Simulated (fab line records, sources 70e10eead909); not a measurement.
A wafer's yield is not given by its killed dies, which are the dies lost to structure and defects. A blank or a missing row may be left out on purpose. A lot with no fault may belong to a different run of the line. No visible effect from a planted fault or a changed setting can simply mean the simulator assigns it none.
Chamber matching	flow nand_harc	rie_diel-01 running NHARC_A_STAIRCASE_STRIP_476: 4 sister chambers
The step strips in O2, time 20 s. 20 wafers are shown with their chamber, then 10 later ones without.

== WAFERS PAIRED WITH THEIR CHAMBERS ==
wafer	chamber	drypump_motor_current_A (A)	showerhead_plenum_p_Torr (Torr)	oes_product_au (a.u.)
L076.1	2	5.7	3.39	0.996
L076.2	3	5.2	3.35	0.997
L076.3	0	5.1	3.48	0.991
L080.3	1	6.4	3.62	0.976
L080.4	2	5.7	3.39	0.991
L080.6	3	5.2	3.34	0.997
L084.3	0	5.0	3.47	0.990
L084.4	1	6.4	3.60	0.970
L084.5	1	6.4	3.60	0.976
L086.3	2	5.7	3.38	0.988
L086.4	3	5.2	3.33	1.005
L086.6	0	5.1	3.47	0.991
L085.2	3	5.2	3.33	1.018
L085.4	0	5.0	3.47	0.982
L085.6	0	5.0	3.47	0.994
L088.1	0	5.0	3.46	0.995
L088.3	1	6.4	3.60	0.968
L088.4	3	5.2	3.33	1.002
L089.1	0	5.1	3.46	0.998
L089.3	2	5.7	3.37	0.995

SIGNATURES (means of the wafers above)
reading	chamber 0	chamber 1	chamber 2	chamber 3	scatter within a chamber
drypump_motor_current_A	5.043	6.400	5.700	5.200	0.0327
showerhead_plenum_p_Torr	3.4686	3.6050	3.3825	3.3360	0.00859
oes_product_au	0.99157	0.97250	0.99250	1.00380	0.00583
Rule: distance of a wafer from a chamber = root of the sum over the readings of ((wafer's reading minus chamber's mean) / reading's scatter) squared. The wafer belongs to the nearest chamber; if the next one is less than 2 further off, it can't be placed. The scatter: the root of (the sum of the squares of (reading less its chamber's mean) over the shown wafers, divided by (wafers less chambers)).

== WAFERS MISSING THEIR CHAMBER ==
wafer	drypump_motor_current_A (A)	showerhead_plenum_p_Torr (Torr)	oes_product_au (a.u.)
L089.4	6.4	3.60	0.979
L087.1	5.2	3.33	1.017
L087.3	5.7	3.37	0.997
L087.4	6.4	3.60	0.970
L091.3	5.7	3.37	0.987
L091.5	5.2	3.33	0.998
L091.6	5.7	3.37	0.991
L097.1	5.7	3.36	1.005
L097.3	6.4	3.58	0.990
L097.6	5.7	3.36	1.007

== WHICH CHAMBER EACH WENT THROUGH ==
wafer	from the rows above	in truth
L089.4	1	1
L087.1	3	3
L087.3	2	2
L087.4	1	1
L091.3	2	2
L091.5	3	3
L091.6	2	2
L097.1	2	2
L097.3	1	1
L097.6	2	2
Placed correctly: 10 of 10. From these rows, 0 cannot be placed. 0 placed wrongly.
